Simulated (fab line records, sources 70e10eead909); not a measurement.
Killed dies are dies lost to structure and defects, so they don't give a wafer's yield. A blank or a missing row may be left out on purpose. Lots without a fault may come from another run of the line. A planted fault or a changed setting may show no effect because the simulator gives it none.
fab line records | flow nand_harc
record lots=24 wafers=72 last_day=24
route steps=1159 shown A_STAIRCASE@687 A_SGD_CUT@765 A_SLIT@791
lots that met no fault: from a run of the same line without faults
start_h: hours from the record's first day to the start of the lot's first wafer shown | wait_h: hours since the lot's step before | " the same as in the row above | L1.1+2: a row that stands for several wafers | - no value, or no start given | * or withheld: withheld | < > ~ a bound
route shown NAME@n: a module of which the file shows steps, and the number in the route of the first | usual: mean/standard deviation of fault-free wafers | same: alike in all rows | chamber/n: place in a boat | sites: the reading at each site | _std_site: their standard deviation | _edge_site: outer sites' mean less inner sites' | radius_mm: how far each site lies from the wafer's centre | mask NAME#n: copy n | behind: the tool/chamber that last shaped the wafer | hold: why the lot was held/for how many hours/how that ended | device: the transistor (n, p or np) that didn't switch | end of line: the same wafers' tests at the end of the route | a step without rows: its recipe alone | killed: dies lost to structure and defects at the first sort, not the wafer's yield | map: a wafer's dies, x killed, . not, _ none there
set.NAME: the setting as run; set.NAME@STEP: as run at that earlier step | model.NAME: the simulator's own value behind a step, which no gauge read
steps of the route over a sample of lots; a table a step, a row a wafer
services: from which hour (start_h, from the record's first day; less than 0 if before it) a tool's chamber was out of use, for how many hours, and why
## steps
# step NHARC_A_STAIRCASE_DESCUM_312
# recipe time_s=3 o2_flow_sccm=200 ar_flow_sccm=0 bias_power_w=0 chemistry=O2
# usual drypump_motor_current_A=5.7/0.38 oes_product_au=1.001/0.0091 rf_vpp_V=57.5/0.88 showerhead_plenum_p_Torr=1.86/0.067 throttle_valve_pct=11.311/0.0087
# columns lot.wafer tool chamber start_h wait_h drypump_motor_current_A oes_product_au rf_hours_counter_h rf_vpp_V showerhead_plenum_p_Torr throttle_valve_pct
L076.1 rie_diel-08 2 275.15 - 6.0 0.996 38 58.2 1.83 11.311
L076.6 " 2 " " 6.0 0.988 - 57.7 1.83 11.312
L076.5 " 3 " " 5.5 0.999 - 57.5 1.80 11.312
L074.3 rie_diel-08 2 277.13 - 6.0 0.989 39 58.2 1.83 11.312
L074.2 " 3 " " 5.5 1.000 57 57.6 1.80 11.314
L074.4 " 0 " " 5.7 1.020 57 56.9 1.80 11.303
L075.4 rie_diel-01 1 277.48 - 5.1 1.003 55 59.2 1.81 11.312
L075.3 " 2 " " 6.0 0.999 51 58.2 1.97 11.309
L075.6 " 3 " " 5.4 0.989 - 56.5 1.88 11.312
L079.1 rie_diel-07 3 285.22 - 5.2 1.002 13 58.1 1.89 11.317
L079.2 " 1 " " 5.6 1.019 14 57.0 1.90 11.308
L079.6 " 2 " " 5.9 1.018 - 56.6 1.93 11.317
L078.2 rie_diel-07 0 287.65 - 5.8 1.011 13 58.4 2.05 11.319
L078.4 " 1 " " 5.6 1.008 14 58.3 1.90 11.314
L078.1 " 3 " " 5.2 0.995 14 59.2 1.89 11.305
L077.1 rie_diel-08 3 288.85 - 5.6 1.001 61 57.7 1.80 11.312
L077.5 " 1 " " 5.5 1.005 - 58.1 1.89 11.306
L077.6 " 2 " " 6.0 1.000 - 56.0 1.83 11.313
L080.3 rie_diel-01 2 290.84 - 6.0 1.005 56 58.0 1.97 11.326
L080.1 " 3 " " 5.3 0.983 53 56.3 1.88 11.308
L080.6 " 2 " " 6.0 1.004 - 57.8 1.97 11.307
L081.1 rie_diel-08 3 294.92 - 5.5 1.014 62 56.9 1.80 11.306
L081.2 " 0 " " 5.7 1.017 61 58.2 1.80 11.319
L081.6 " 2 " " 6.0 0.990 - 56.1 1.83 11.310
L082.2 rie_diel-07 3 320.99 - 5.3 1.006 29 57.5 1.89 11.299
L082.3 " 1 " " 5.7 1.008 27 57.9 1.89 11.318
L082.6 " 2 " " 6.0 1.013 - 57.0 1.92 11.312
L084.2 rie_diel-07 3 325.34 - 5.3 0.996 31 56.2 1.89 11.320
L084.1 " 1 " " 5.6 1.005 29 58.1 1.89 11.307
L084.5 " 3 " " 5.3 0.998 - 55.8 1.89 11.305
L083.1 rie_diel-08 1 329.47 - 5.5 0.984 8 57.4 1.89 11.316
L083.3 " 2 " " 6.0 1.008 8 57.4 1.83 11.309
L083.6 " 2 " " 6.0 0.985 - 56.5 1.83 11.313
L086.1 rie_diel-08 3 332.71 - 5.5 1.007 13 58.1 1.79 11.314
L086.6 " 2 " " 6.0 1.003 - 57.5 1.83 11.302
L086.5 " 3 " " 5.6 0.998 - 56.7 1.79 11.315
L088.2 rie_diel-01 0 335.39 - 6.7 1.009 5 57.2 1.78 11.306
L088.3 " 1 " " 5.1 0.992 4 56.1 1.80 11.310
L088.6 " 0 " " 6.7 1.009 - 57.5 1.78 11.314
L085.1 rie_diel-07 0 337.44 - 5.8 0.999 31 57.7 2.04 11.286
L085.4 " 1 " " 5.6 1.003 35 57.2 1.89 11.316
L085.6 " 2 " " 5.9 1.003 - 57.9 1.92 11.304
L089.1 rie_diel-08 3 349.19 - 5.5 0.998 18 56.7 1.79 11.319
L089.5 " 0 " " 5.8 1.000 - 55.5 1.79 11.315
L089.6 " 3 " " 5.6 1.003 - 56.9 1.79 11.304
L087.4 rie_diel-07 3 350.14 - 5.3 0.984 39 58.0 1.89 11.325
L087.1 " 0 " " 5.8 0.999 34 57.3 2.04 11.310
L087.3 " 1 " " 5.7 1.004 38 56.9 1.89 11.298
L090.4 rie_diel-08 3 362.39 - 5.5 1.016 - 57.1 1.79 11.308
L090.6 " 0 " " 5.7 1.005 - 58.1 1.79 11.290
L090.5 " 2 " " 6.0 0.995 - 57.9 1.82 11.294
L092.4 rie_diel-08 1 371.10 - 5.5 0.995 15 58.0 1.88 11.299
L092.6 " 2 " " 5.9 0.994 - 56.9 1.82 11.307
L092.5 " 3 " " 5.5 0.999 - 57.5 1.79 11.311
L091.1 rie_diel-08 1 373.09 - 5.5 0.987 18 58.6 1.88 11.299
L091.3 " 2 " " 6.0 0.999 25 58.0 1.82 11.326
L091.4 " 3 " " 5.5 0.998 27 58.1 1.79 11.314
L094.4 rie_diel-01 0 378.10 - 6.7 1.017 21 58.8 1.77 11.314
L094.5 " 0 " " 6.7 1.025 - 56.7 1.77 11.315
L094.6 " 1 " " 5.1 0.994 - 57.3 1.80 11.313
L093.3 rie_diel-08 3 379.43 - 5.6 0.991 31 57.6 1.79 11.307
L093.1 " 1 " " 5.5 0.991 21 57.9 1.88 11.303
L093.4 " 2 " " 6.0 1.001 28 56.5 1.82 11.321
L095.2 rie_diel-01 3 392.07 - 5.3 0.995 28 56.0 1.87 11.315
L095.1 " 0 " " 6.7 1.006 27 58.3 1.77 11.313
L095.4 " 3 " " 5.4 0.996 - 57.3 1.87 11.310
L096.3 rie_diel-01 3 399.37 - 5.4 0.998 30 57.0 1.87 11.314
L096.4 " 0 " " 6.7 1.011 30 57.8 1.77 11.314
L096.6 " 1 " " 5.1 1.003 - 57.5 1.80 11.305
L097.2 rie_diel-08 0 400.59 - 5.7 1.002 38 58.0 1.79 11.298
L097.1 " 1 " " 5.5 0.995 29 57.6 1.88 11.327
L097.4 " 2 " " 6.0 1.007 35 55.9 1.82 11.315
# step NHARC_A_STAIRCASE_ETCHBACK_416
# recipe target_depth_a=360 time_s=7.2 c4f8_flow_sccm=withheld o2_flow_sccm=8 ar_flow_sccm=withheld rf_w=600 bias_w=800 chemistry=C4F8/O2/Ar
# usual oes_product_au=0.933/0.023 rf_vpp_V=720/3.6
# columns lot.wafer tool chamber start_h wait_h oes_product_au rf_hours_counter_h rf_vpp_V
L076.1 rie_diel-08 3 - - 0.929 58 718
L076.6 " 2 " " 0.916 - 720
L076.5 " 3 " " 0.931 - 717
L074.2 rie_diel-07 1 - - 0.931 13 722
L074.3 " 2 " " 0.936 13 726
L074.4 " 0 " " 0.932 12 730
L075.3 rie_diel-07 2 - - 0.938 13 724
L075.4 " 0 " " 0.939 12 729
L075.6 " 2 " " 0.925 - 724
L079.1 rie_diel-01 1 - - 0.927 61 718
L079.2 " 3 " " 0.918 53 722
L079.6 " 1 " " 0.924 - 718
L077.1 rie_diel-08 0 - - 0.943 61 718
L077.6 " 3 " " 0.932 - 717
L077.5 " 0 " " 0.943 - 718
L078.2 rie_diel-08 3 - - 0.939 62 717
L078.4 " 0 " " 0.936 61 716
L078.1 " 1 " " 0.918 54 722
L080.3 rie_diel-08 3 - - 0.934 62 718
L080.1 " 1 " " 0.925 54 723
L080.6 " 3 " " 0.929 - 716
L081.1 rie_diel-08 3 - - 0.925 62 717
L081.2 " 1 " " 0.918 55 723
L081.6 " 3 " " 0.926 - 717
L082.3 rie_diel-01 0 - - 1.018 1 717
L082.2 " 3 " " 0.989 1 721
L082.6 " 1 " " 1.002 - 717
L084.2 rie_diel-08 1 - - 0.909 8 721
L084.1 " 2 " " 0.922 8 719
L084.5 " 1 " " 0.913 - 721
L083.3 rie_diel-08 0 - - 0.924 13 716
L083.1 " 3 " " 0.927 14 717
L083.6 " 0 " " 0.930 - 719
L086.1 rie_diel-07 1 - - 0.927 36 721
L086.5 " 0 " " 0.934 - 729
L086.6 " 1 " " 0.935 - 722
L088.2 rie_diel-01 1 - - 0.924 6 719
L088.3 " 0 " " 0.945 8 717
L088.6 " 1 " " 0.931 - 717
L085.4 rie_diel-07 1 - - 0.923 36 721
L085.1 " 3 " " 0.918 37 722
L085.6 " 2 " " 0.939 - 724
L089.1 rie_diel-01 0 - - 0.937 12 717
L089.6 " 3 " " 0.919 - 720
L089.5 " 0 " " 0.926 - 716
L087.3 rie_diel-07 1 - - 0.930 39 721
L087.1 " 2 " " 0.938 41 725
L087.4 " 0 " " 0.929 35 730
L090.4 rie_diel-01 1 - - 0.994 14 716
L090.5 " 3 " " 0.995 - 722
L090.6 " 0 " " 1.020 - 714
L092.4 rie_diel-01 2 - - 0.926 18 725
L092.5 " 0 " " 0.929 - 715
L092.6 " 1 " " 0.923 - 717
L091.1 rie_diel-08 1 - - 0.910 21 721
L091.3 " 2 " " 0.925 28 719
L091.4 " 3 " " 0.920 31 718
L094.4 rie_diel-01 3 - - 0.924 23 722
L094.5 " 1 " " 0.917 - 717
L094.6 " 2 " " 0.927 - 724
L093.1 rie_diel-01 1 - - 0.928 19 717
L093.4 " 2 " " 0.933 20 725
L093.3 " 3 " " 0.931 23 722
L095.1 rie_diel-08 0 - - 0.924 37 715
L095.2 " 1 " " 0.908 28 722
L095.4 " 3 " " 0.911 36 717
L096.4 rie_diel-08 0 - - 0.922 40 716
L096.3 " 2 " " 0.922 36 719
L096.6 " 0 " " 0.917 - 718
L097.2 rie_diel-08 1 - - 0.917 31 722
L097.4 " 2 " " 0.929 37 719
L097.1 " 3 " " 0.919 39 717
# step NHARC_A_SGD_CUT_ETCH_16
# recipe target_depth_a=3105 time_s=155.2 c4f8_flow_sccm=withheld o2_flow_sccm=8 ar_flow_sccm=withheld rf_w=600 bias_w=800 chemistry=C4F8/O2/Ar
# usual oes_product_au=0.970/0.014 rf_vpp_V=724/3.2
# columns lot.wafer tool chamber start_h wait_h oes_product_au rf_hours_counter_h rf_vpp_V
L075.4 rie_diel-09 2 - - 0.991 7 726
L075.3 " 3 " " 0.955 7 727
L075.6 " 3 " " 0.952 - 727
L074.4 rie_diel-03 2 - - 0.930 6 729
L074.2 " 3 " " 0.944 7 725
L074.3 " 0 " " 0.956 7 726
L076.1 rie_diel-09 3 - - 0.960 8 727
L076.6 " 2 " " 0.981 - 725
L076.5 " 3 " " 0.960 - 728
L079.1 rie_diel-09 3 - - 0.959 9 729
L079.2 " 1 " " 0.973 9 726
L079.6 " 1 " " 0.974 - 725
L080.1 rie_diel-02 2 - - 0.972 0 723
L080.3 " 3 " " 0.979 0 717
L080.6 " 1 " " 0.964 - 722
L078.1 rie_diel-09 3 - - 0.959 10 728
L078.2 " 0 " " 0.973 6 722
L078.4 " 1 " " 0.961 10 726
L077.1 rie_diel-02 3 - - 0.979 0 716
L077.5 " 2 " " 0.984 - 722
L077.6 " 3 " " 0.975 - 717
L081.2 rie_diel-09 2 - - 0.991 11 725
L081.1 " 1 " " 0.984 11 725
L081.6 " 3 " " 0.951 - 728
L082.3 rie_diel-09 3 - - 0.946 15 729
L082.2 " 0 " " 0.971 10 723
L082.6 " 2 " " 0.962 - 726
L086.1 rie_diel-03 0 - - 0.970 10 726
L086.5 " 2 " " 0.970 - 728
L086.6 " 3 " " 0.969 - 723
L085.4 rie_diel-02 3 - - 0.971 3 717
L085.1 " 1 " " 0.967 4 723
L085.6 " 0 " " 0.972 - 728
L084.2 rie_diel-09 0 - - 0.990 12 724
L084.1 " 3 " " 0.956 16 728
L084.5 " 1 " " 0.996 - 725
L083.1 rie_diel-03 1 - - 0.956 11 724
L083.3 " 2 " " 0.961 11 730
L083.6 " 0 " " 0.978 - 726
L088.3 rie_diel-02 2 - - 0.985 4 723
L088.2 " 3 " " 0.968 3 716
L088.6 " 3 " " 0.983 - 715
L087.1 rie_diel-09 2 - - 0.977 18 725
L087.4 " 3 " " 0.958 18 727
L087.3 " 0 " " 0.964 14 723
L089.1 rie_diel-09 2 - - 0.963 19 725
L089.6 " 1 " " 0.968 - 725
L089.5 " 2 " " 0.967 - 726
L090.4 rie_diel-03 2 - - 0.970 0 727
L090.6 " 0 " " 0.974 - 727
L090.5 " 1 " " 0.984 - 723
L094.4 rie_diel-03 2 - - 0.966 1 729
L094.5 " 1 " " 0.987 - 723
L094.6 " 2 " " 0.968 - 727
L093.4 rie_diel-02 1 - - 0.952 8 722
L093.1 " 3 " " 0.972 6 715
L093.3 " 0 " " 0.956 7 725
L092.4 rie_diel-02 3 - - 0.982 7 715
L092.6 " 1 " " 0.952 - 722
L092.5 " 2 " " 0.990 - 721
L091.1 rie_diel-09 3 - - 0.960 22 728
L091.3 " 0 " " 0.982 17 725
L091.4 " 0 " " 0.981 - 724
L095.2 rie_diel-09 3 - - 0.976 0 729
L095.1 " 0 " " 0.977 0 723
L095.4 " 1 " " 0.986 - 724
L097.4 rie_diel-02 3 - - 0.975 9 715
L097.1 " 1 " " 0.970 10 723
L097.2 " 2 " " 0.998 10 723
L096.3 rie_diel-09 3 - - 0.973 1 730
L096.6 " 1 " " 0.977 - 725
L096.4 " 0 " " 0.974 - 723
# step NHARC_A_SGD_CUT_STRIP_17
# recipe o2_flow_sccm=500 ar_flow_sccm=0 bias_w=0 chemistry=O2
# usual drypump_motor_current_A=5.8/0.4 oes_product_au=0.996/0.01 rf_vpp_V=57.8/0.85 showerhead_plenum_p_Torr=3.57/0.11 throttle_valve_pct=17.037/0.0083
# columns lot.wafer tool chamber start_h wait_h drypump_motor_current_A oes_product_au rf_hours_counter_h rf_vpp_V showerhead_plenum_p_Torr throttle_valve_pct
L075.4 rie_diel-09 2 - - 6.2 1.013 7 58.5 3.60 17.036
L075.3 " 0 " " 6.0 0.985 4 58.3 3.55 17.031
L075.6 " 2 " " 6.2 1.005 - 58.4 3.60 17.043
L074.4 rie_diel-03 0 - - 6.1 1.004 7 59.3 3.63 17.040
L074.3 " 1 " " 5.8 1.000 7 58.0 3.55 17.036
L074.2 " 2 " " 5.5 0.986 7 57.7 3.72 17.031
L076.1 rie_diel-09 3 - - 5.9 0.985 8 56.4 3.69 17.035
L076.5 " 3 " " 5.9 0.985 - 57.1 3.69 17.025
L076.6 " 0 " " 6.0 1.006 - 58.2 3.55 17.037
L079.1 rie_diel-09 1 - - 6.5 0.987 9 57.4 3.60 17.038
L079.2 " 2 " " 6.2 0.994 9 58.2 3.60 17.037
L079.6 " 1 " " 6.5 1.000 - 57.4 3.60 17.044
L080.3 rie_diel-02 3 - - 5.6 1.016 0 56.8 3.29 17.045
L080.1 " 2 " " 5.3 1.016 0 57.4 3.48 17.031
L080.6 " 0 " " 5.6 1.009 - 57.4 3.65 17.030
L078.1 rie_diel-09 3 - - 5.9 0.979 10 58.3 3.69 17.044
L078.2 " 0 " " 6.0 0.996 6 57.4 3.55 17.038
L078.4 " 1 " " 6.5 1.003 10 57.5 3.60 17.036
L077.1 rie_diel-02 3 - - 5.6 0.991 0 58.4 3.29 17.023
L077.5 " 3 " " 5.5 0.996 - 56.7 3.29 17.054
L077.6 " 0 " " 5.6 0.990 - 57.5 3.65 17.046
L081.1 rie_diel-09 0 - - 6.0 1.006 6 57.8 3.55 17.037
L081.2 " 2 " " 6.2 1.009 11 57.2 3.59 17.037
L081.6 " 0 " " 6.0 1.004 - 58.5 3.55 17.029
L082.3 rie_diel-09 1 - - 6.5 0.995 15 57.7 3.59 17.025
L082.2 " 3 " " 5.9 0.985 15 58.6 3.68 17.034
L082.6 " 1 " " 6.5 1.000 - 58.2 3.59 17.049
L086.1 rie_diel-03 1 - - 5.8 0.985 11 57.3 3.55 17.040
L086.6 " 3 " " 5.5 0.997 - 57.8 3.56 17.046
L086.5 " 0 " " 6.1 1.020 - 58.9 3.62 17.041
L085.4 rie_diel-02 0 - - 5.6 0.990 3 58.3 3.65 17.032
L085.1 " 2 " " 5.3 1.005 3 58.3 3.48 17.051
L085.6 " 1 " " 5.0 0.976 - 57.8 3.50 17.044
L084.1 rie_diel-09 1 - - 6.5 1.006 16 59.1 3.59 17.040
L084.2 " 2 " " 6.2 0.999 16 58.6 3.59 17.047
L084.5 " 0 " " 6.1 0.998 - 57.0 3.54 17.020
L083.1 rie_diel-03 2 - - 5.5 1.000 11 57.2 3.72 17.048
L083.3 " 3 " " 5.5 0.983 10 57.7 3.56 17.026
L083.6 " 2 " " 5.5 0.991 - 57.8 3.72 17.035
L088.3 rie_diel-02 0 - - 5.7 0.981 4 57.8 3.65 17.053
L088.2 " 1 " " 5.0 0.976 4 56.9 3.50 17.046
L088.6 " 0 " " 5.7 0.990 - 59.0 3.65 17.039
L087.1 rie_diel-09 0 - - 6.1 0.998 14 57.9 3.54 17.020
L087.3 " 1 " " 6.5 1.001 18 57.6 3.59 17.039
L087.4 " 2 " " 6.2 0.994 18 57.8 3.59 17.057
L089.1 rie_diel-09 2 - - 6.2 1.009 19 58.2 3.59 17.037
L089.6 " 3 " " 5.9 0.983 - 58.0 3.68 17.048
L089.5 " 0 " " 6.0 1.001 - 57.8 3.54 17.028
L090.4 rie_diel-03 3 - - 5.5 1.004 1 58.7 3.56 17.041
L090.6 " 0 " " 6.1 1.005 - 57.8 3.62 17.037
L090.5 " 1 " " 5.8 1.011 - 57.2 3.55 17.038
L094.4 rie_diel-03 2 - - 5.5 0.979 1 57.4 3.72 17.039
L094.5 " 3 " " 5.5 0.999 - 58.4 3.56 17.034
L094.6 " 0 " " 6.1 1.007 - 59.3 3.62 17.049
L093.4 rie_diel-02 2 - - 5.3 1.001 7 57.2 3.48 17.044
L093.1 " 0 " " 5.6 0.981 7 56.9 3.65 17.027
L093.3 " 1 " " 5.0 0.987 8 58.5 3.50 17.035
L092.4 rie_diel-02 1 - - 5.0 0.974 8 59.4 3.50 17.038
L092.5 " 3 " " 5.6 0.986 - 57.4 3.29 17.035
L092.6 " 0 " " 5.6 0.984 - 57.6 3.65 17.043
L091.1 rie_diel-09 1 - - 6.5 1.000 22 57.1 3.59 17.025
L091.3 " 3 " " 5.9 0.991 22 60.2 3.68 17.031
L091.4 " 1 " " 6.5 1.011 - 58.6 3.59 17.040
L095.2 rie_diel-09 1 - - 6.5 0.999 0 58.4 3.59 17.031
L095.1 " 0 " " 6.0 1.011 0 56.7 3.54 17.037
L095.4 " 0 " " 6.0 1.002 - 57.8 3.54 17.026
L097.2 rie_diel-02 3 - - 5.6 1.004 9 56.3 3.29 17.052
L097.1 " 1 " " 5.0 1.003 10 57.2 3.50 17.033
L097.4 " 2 " " 5.3 1.012 10 57.8 3.48 17.030
L096.3 rie_diel-09 0 - - 6.0 0.997 1 58.2 3.54 17.042
L096.4 " 3 " " 5.9 0.994 - 58.5 3.68 17.041
L096.6 " 0 " " 6.1 0.989 - 59.2 3.54 17.050
# step NHARC_A_SGD_CUT_ETCHBACK_24
# recipe target_depth_a=500 over_etch_frac=0.3 time_s=92.857 ion_energy_ev=120 ch3f_flow_sccm=50 o2_flow_sccm=30 ar_flow_sccm=200 rf_w=500 bias_w=100 chemistry=CH3F/O2
# usual drypump_motor_current_A=5.7/0.39 oes_product_au=0.97/0.034 rf_vpp_V=244.9/1.3 showerhead_plenum_p_Torr=2.49/0.076 throttle_valve_pct=20.664/0.01
# columns lot.wafer tool chamber start_h wait_h drypump_motor_current_A oes_product_au rf_hours_counter_h rf_vpp_V showerhead_plenum_p_Torr throttle_valve_pct
L075.4 rie_diel-03 0 329.89 0.1 6.1 1.00 7 244.8 2.53 20.654
L075.3 " 1 " " 5.7 1.00 7 246.0 2.47 20.662
L075.6 " 1 " " 5.7 0.99 - 243.4 2.47 20.660
L074.2 rie_diel-09 3 329.89 0.2 5.9 0.99 9 244.8 2.57 20.655
L074.3 " 1 " " 6.5 1.00 8 245.1 2.51 20.669
L074.4 " 1 " " 6.5 1.00 - 246.4 2.51 20.642
L076.1 rie_diel-03 1 330.04 0.2 5.8 0.99 8 244.8 2.47 20.671
L076.5 " 2 " " 5.5 0.99 - 246.6 2.60 20.656
L076.6 " 3 " " 5.4 0.99 - 245.3 2.48 20.657
L079.2 rie_diel-03 1 337.17 0.2 5.8 0.99 8 244.0 2.47 20.661
L079.1 " 2 " " 5.5 0.99 7 246.4 2.60 20.670
L079.6 " 1 " " 5.7 1.00 - 243.7 2.47 20.658
L081.1 rie_diel-02 0 346.68 0.1 5.6 0.99 1 246.8 2.55 20.659
L081.2 " 1 " " 5.0 0.98 1 245.1 2.44 20.653
L081.6 " 0 " " 5.6 0.99 - 246.3 2.55 20.665
L080.1 rie_diel-09 0 346.70 0.2 6.0 0.99 6 244.3 2.47 20.660
L080.3 " 1 " " 6.5 1.00 11 246.2 2.51 20.661
L080.6 " 2 " " 6.2 1.01 - 244.3 2.51 20.657
L077.1 rie_diel-02 1 346.77 0.2 4.9 0.92 1 243.2 2.44 20.680
L077.6 " 0 " " 5.6 0.91 - 244.5 2.55 20.663
L077.5 " 1 " " 5.0 0.93 - 244.3 2.44 20.667
L078.4 rie_diel-03 3 346.82 0.2 5.5 0.91 7 245.2 2.48 20.666
L078.2 " 0 " " 6.1 0.93 7 244.5 2.53 20.670
L078.1 " 1 " " 5.8 0.92 8 244.0 2.47 20.661
L082.3 rie_diel-09 0 377.40 0.2 6.0 0.92 11 244.5 2.47 20.663
L082.2 " 1 " " 6.5 0.93 15 245.7 2.51 20.658
L082.6 " 2 " " 6.2 0.92 - 244.7 2.51 20.660
L083.3 rie_diel-02 2 384.12 0.2 5.2 1.01 4 244.1 2.42 20.665
L083.1 " 1 " " 5.0 0.99 5 243.8 2.44 20.643
L083.6 " 2 " " 5.2 1.01 - 243.0 2.42 20.674
L084.1 rie_diel-03 3 384.18 0.2 5.4 0.99 10 244.5 2.48 20.691
L084.2 " 0 " " 6.1 1.01 11 244.2 2.53 20.656
L084.5 " 1 " " 5.8 0.99 - 244.1 2.47 20.663
L085.1 rie_diel-02 2 384.23 0.2 5.3 0.94 4 242.8 2.42 20.677
L085.4 " 3 " " 5.5 0.94 3 242.0 2.29 20.647
L085.6 " 1 " " 4.9 0.92 - 243.9 2.44 20.657
L086.1 rie_diel-03 0 384.30 0.2 6.1 0.93 11 244.5 2.53 20.666
L086.5 " 2 " " 5.4 0.93 - 246.0 2.60 20.682
L086.6 " 3 " " 5.5 0.92 - 245.9 2.48 20.665
L088.3 rie_diel-09 0 384.31 0.2 6.0 1.00 13 244.5 2.47 20.652
L088.2 " 2 " " 6.2 1.01 17 244.3 2.50 20.670
L088.6 " 0 " " 6.0 1.01 - 243.9 2.47 20.672
L089.1 rie_diel-02 2 401.94 0.2 5.3 1.00 6 243.7 2.42 20.665
L089.5 " 2 " " 5.3 1.01 - 245.6 2.42 20.666
L089.6 " 3 " " 5.5 0.99 - 240.4 2.29 20.667
L087.4 rie_diel-03 0 402.00 0.2 6.1 1.00 0 244.2 2.53 20.678
L087.3 " 1 " " 5.7 1.01 0 245.7 2.47 20.664
L087.1 " 2 " " 5.4 0.99 0 247.7 2.60 20.659
L090.4 rie_diel-03 0 417.53 0.1 6.1 0.93 1 244.5 2.53 20.652
L090.6 " 3 " " 5.4 0.93 - 244.0 2.48 20.646
L090.5 " 0 " " 6.1 0.93 - 247.3 2.53 20.659
L092.4 rie_diel-03 1 426.88 0.2 5.8 0.96 1 244.2 2.47 20.684
L092.6 " 3 " " 5.4 0.93 - 245.5 2.48 20.679
L092.5 " 0 " " 6.1 0.94 - 246.2 2.53 20.676
L094.5 rie_diel-09 3 426.92 0.2 5.8 0.99 - 245.4 2.57 20.660
L094.6 " 0 " " 6.0 1.01 - 244.4 2.47 20.667
L094.4 " 1 " " 6.5 1.00 - 244.9 2.50 20.668
L093.1 rie_diel-09 0 427.00 0.1 6.0 0.99 18 245.3 2.47 20.673
L093.3 " 1 " " 6.6 1.00 22 244.5 2.50 20.672
L093.4 " 3 " " 5.8 1.00 - 244.3 2.57 20.673
L091.3 rie_diel-03 1 432.87 0.2 5.7 0.96 1 244.6 2.47 20.653
L091.4 " 2 " " 5.4 0.96 1 247.2 2.60 20.660
L091.1 " 3 " " 5.5 0.97 1 244.4 2.48 20.657
L095.2 rie_diel-02 2 447.91 0.1 5.3 1.01 10 244.3 2.42 20.668
L095.1 " 3 " " 5.5 0.99 9 241.5 2.28 20.657
L095.4 " 0 " " 5.7 0.99 10 246.5 2.54 20.689
L097.2 rie_diel-02 0 454.82 0.1 5.6 0.91 10 246.0 2.54 20.657
L097.4 " 1 " " 5.0 0.91 11 245.1 2.43 20.661
L097.1 " 2 " " 5.3 0.94 11 244.0 2.42 20.674
L096.4 rie_diel-03 3 454.83 0.2 5.4 0.99 3 244.1 2.48 20.663
L096.3 " 1 " " 5.7 1.00 3 245.4 2.47 20.670
L096.6 " 2 " " 5.5 0.99 - 245.8 2.60 20.667
# step NHARC_A_SLIT_OVL_MEAS_10
# usual overlay_x_nm=-0.1/0.91 overlay_y_nm=-0.2/0.67
# columns lot.wafer tool chamber start_h wait_h overlay_x_nm overlay_y_nm
L075.3 overlay-01 - 333.22 - 0.4 -0.2
L075.4 " - " " 0.8 -0.8
L075.6 " - " " 0.8 -0.6
L076.1 overlay-02 - 333.42 - -0.3 0.7
L076.5 " - " " -0.4 0.9
L076.6 " - " " -0.8 0.4
L074.2 overlay-02 - 334.35 - -2.4 0.6
L074.3 " - " " -1.3 0.5
L074.4 " - " " -2.7 0.3
L079.1 overlay-01 - 340.48 - -1.3 -0.5
L079.2 " - " " -1.9 -0.4
L079.6 " - " " -1.1 -1.3
L080.1 overlay-02 - 350.33 - 0.6 0.1
L080.3 " - " " 1.2 0.5
L080.6 " - " " 0.3 0.2
L081.1 overlay-02 - 351.03 - 0.3 0.5
L081.2 " - " " 0.3 0.2
L081.6 " - " " 0.4 0.5
L077.1 overlay-02 - 351.77 - 0.6 1.1
L077.5 " - " " 0.0 0.4
L077.6 " - " " 0.5 0.4
L078.1 overlay-02 - 352.21 - -0.1 -0.1
L078.2 " - " " 0.2 0.0
L078.4 " - " " -0.5 0.4
L082.2 overlay-02 - 380.98 - -0.8 -0.1
L082.3 " - " " -1.0 -0.4
L082.6 " - " " -0.9 -0.4
L083.1 overlay-02 - 387.69 - 0.0 0.1
L083.3 " - " " -0.8 0.0
L083.6 " - " " -0.1 0.7
L085.1 overlay-01 - 388.05 - 1.0 -0.7
L085.4 " - " " 0.9 -1.6
L085.6 " - " " 0.6 -0.4
L084.1 overlay-02 - 388.53 - 1.1 -1.0
L084.2 " - " " 0.9 -0.6
L084.5 " - " " 0.8 -1.1
L086.1 overlay-02 - 389.62 - 1.6 -0.8
L086.5 " - " " 1.3 -0.8
L086.6 " - " " 1.1 -0.3
L088.2 overlay-01 - 390.02 - -0.4 0.1
L088.3 " - " " -0.2 0.0
L088.6 " - " " -0.7 -0.1
L089.1 overlay-02 - 406.38 - -1.3 -0.7
L089.5 " - " " -0.2 0.0
L089.6 " - " " -0.9 -0.5
L087.1 overlay-01 - 406.77 - 0.1 0.4
L087.3 " - " " -0.6 0.0
L087.4 " - " " 0.0 0.3
L090.4 overlay-01 - 420.96 - -1.1 -0.9
L090.5 " - " " -0.4 -0.9
L090.6 " - " " 0.2 -0.6
L092.4 overlay-02 - 430.24 - 0.9 -1.4
L092.5 " - " " 1.1 -1.7
L092.6 " - " " 1.6 -1.1
L094.4 overlay-02 - 430.35 - -1.2 -0.7
L094.5 " - " " -0.6 -0.1
L094.6 " - " " -0.7 0.0
L093.1 overlay-01 - 430.50 - 0.1 0.7
L093.3 " - " " 0.1 0.5
L093.4 " - " " 0.2 0.4
L091.1 overlay-02 - 436.46 - 0.2 0.3
L091.3 " - " " 0.0 0.3
L091.4 " - " " 0.5 -0.1
L095.1 overlay-02 - 451.32 - -0.3 -1.4
L095.2 " - " " 0.1 -0.6
L095.4 " - " " -0.3 -1.2
L096.3 overlay-01 - 458.19 - -0.8 -1.2
L096.4 " - " " -1.0 -1.3
L096.6 " - " " -1.1 -0.8
L097.1 overlay-01 - 458.34 - -1.0 -0.7
L097.2 " - " " -0.7 -0.9
L097.4 " - " " -1.1 -0.9
## services
# columns tool chamber start_h hours kind
rie_diel-08 3 254.08 6.2 repair
rie_diel-09 - 254.10 9.0 pm
rie_diel-09 0 254.10 9.0 vent_cycle
rie_diel-09 1 254.10 9.0 vent_cycle
rie_diel-09 2 254.10 9.0 vent_cycle
rie_diel-09 3 254.10 9.0 vent_cycle
rie_diel-09 0 263.10 - clean
rie_diel-09 0 279.00 20.0 repair
rie_diel-03 2 290.23 4.1 repair
rie_diel-09 0 301.29 1.4 repair
rie_diel-08 - 302.88 9.0 pm
rie_diel-01 - 314.93 9.0 pm
rie_diel-08 - 321.30 0.4 repair
rie_diel-02 - 327.76 9.0 pm
rie_diel-09 0 328.62 4.2 repair
rie_diel-08 1 348.57 18.6 repair
rie_diel-02 3 349.41 10.2 repair
rie_diel-02 - 353.71 0.3 repair
rie_diel-03 3 359.58 6.3 repair
rie_diel-01 1 385.95 10.3 repair
rie_diel-03 - 392.30 9.0 pm
rie_diel-09 2 398.02 100.3 repair
rie_diel-07 - 405.57 9.0 pm
rie_diel-09 - 431.10 9.0 pm
## key
fault none
